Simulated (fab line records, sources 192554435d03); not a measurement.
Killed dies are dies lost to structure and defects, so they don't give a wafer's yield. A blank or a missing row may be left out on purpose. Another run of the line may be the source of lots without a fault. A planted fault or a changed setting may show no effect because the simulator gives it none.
Chamber matching    flow n5 finfet    ald metal-04 running N5_BEOL_M4_ALD_84: 4 sister chambers
The step deposits TaN, pulse time 2 s, purge time 3 s, co reactant purge time 2 s. 8 wafers are shown with their chamber, then 8 later ones without.

WAFERS WITH THEIR CHAMBER
wafer   chamber  heater power w (W)  precursor vessel carrier sccm (sccm)
L078.1  1        450                 998.8
L081.3  0        430                 1008.2
L081.6  2        499                 1000.6
L084.1  0        423                 1001.7
L086.3  3        494                 1000.5
L086.4  1        460                 997.8
L086.5  2        482                 1001.4
L088.3  3        487                 1002.4

WAFERS MISSING THEIR CHAMBER
wafer   heater power w (W)  precursor vessel carrier sccm (sccm)
L088.5  493                 999.4
L088.6  435                 1000.3
L089.1  420                 998.4
L089.2  507                 998.7
L089.3  498                 999.3
L097.3  500                 995.9
L097.5  418                 1001.6
L097.6  445                 1002.3

CHAMBER TAKEN BY EACH
wafer   from the rows above      in truth
L088.5  can't be placed: 2 or 3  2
L088.6  can't be placed: 0 or 1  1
L089.1  can't be placed: 0 or 1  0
L089.2  can't be placed: 2 or 3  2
L089.3  can't be placed: 2 or 3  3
L097.3  can't be placed: 2 or 3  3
L097.5  0                        0
L097.6  can't be placed: 1 or 0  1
Placed correctly: 1 of 8. Can't be placed from these rows: 7 (the true chamber is among the candidates in 7). 0 placed wrongly.
How it was worked out, from the rows above alone: a wafer's distance from a chamber is the root of the sum, over the readings, of the square of ((its reading less the chamber's mean) divided by the reading's scatter). If the next closest chamber is less than 2 further off than the closest, the wafer can't be placed; otherwise it belongs to the closest. Each chamber's mean is taken over the wafers shown for it. How the scatter is found: for the shown wafers, subtract from each reading the mean of its chamber, square and add these, divide the total by (wafers less chambers), then take the root.
